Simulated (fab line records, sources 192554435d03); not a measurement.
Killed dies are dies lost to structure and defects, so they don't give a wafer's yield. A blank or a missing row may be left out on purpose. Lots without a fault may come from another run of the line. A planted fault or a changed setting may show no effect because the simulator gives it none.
Chamber matching | flow n5_finfet | N5_FIN_SAQP_ALD_61 on ald_sin-04: 4 sister chambers
The step deposits SiO2, target thk 4 nm, pulse time 1 s, purge time 2 s. 8 wafers are shown with their chamber, then 7 later ones without.

WAFERS WITH THEIR CHAMBER
wafer  | chamber | heater_power_w (W) | precursor_pulse_height_rel
L527.5 | 2       | 447                | 0.995
L530.4 | 2       | 440                | 1.006
L531.5 | 1       | 454                | 1.001
L544.1 | 3       | 414                | 1.044
L544.3 | 0       | 646                | 0.988
L544.5 | 0       | 626                | 0.979
L546.3 | 3       | 408                | 1.007
L546.4 | 1       | 460                | 0.981

WAFERS WITHOUT THEIR CHAMBER
wafer  | heater_power_w (W) | precursor_pulse_height_rel
L546.6 | 634                | 1.040
L547.2 | 450                | 0.994
L547.4 | 627                | 0.971
L547.6 | 454                | 0.988
L548.3 | 459                | 1.010
L548.5 | 425                | 1.010
L548.6 | 648                | 1.023

WHICH CHAMBER EACH WENT THROUGH
wafer  | from the rows above     | in truth
L546.6 | 0                       | 0
L547.2 | can't be placed: 1 or 2 | 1
L547.4 | 0                       | 0
L547.6 | can't be placed: 1 or 2 | 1
L548.3 | can't be placed: 1 or 2 | 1
L548.5 | can't be placed: 3 or 2 | 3
L548.6 | 0                       | 0
Placed correctly: 3 of 7. Can't be placed from these rows: 4 (the true chamber is among the candidates in 4). Placed wrongly: 0.
How it was worked out, from the rows above alone: a wafer's distance from a chamber is the root of the sum, over the readings, of the square of ((its reading less the chamber's mean) divided by the reading's scatter). The wafer belongs to the nearest chamber; if the next one is less than 2 further off, it can't be placed. A chamber's mean is the mean of its shown wafers. The scatter: the root of (the sum of the squares of (reading less its chamber's mean) over the shown wafers, divided by (wafers less chambers)).
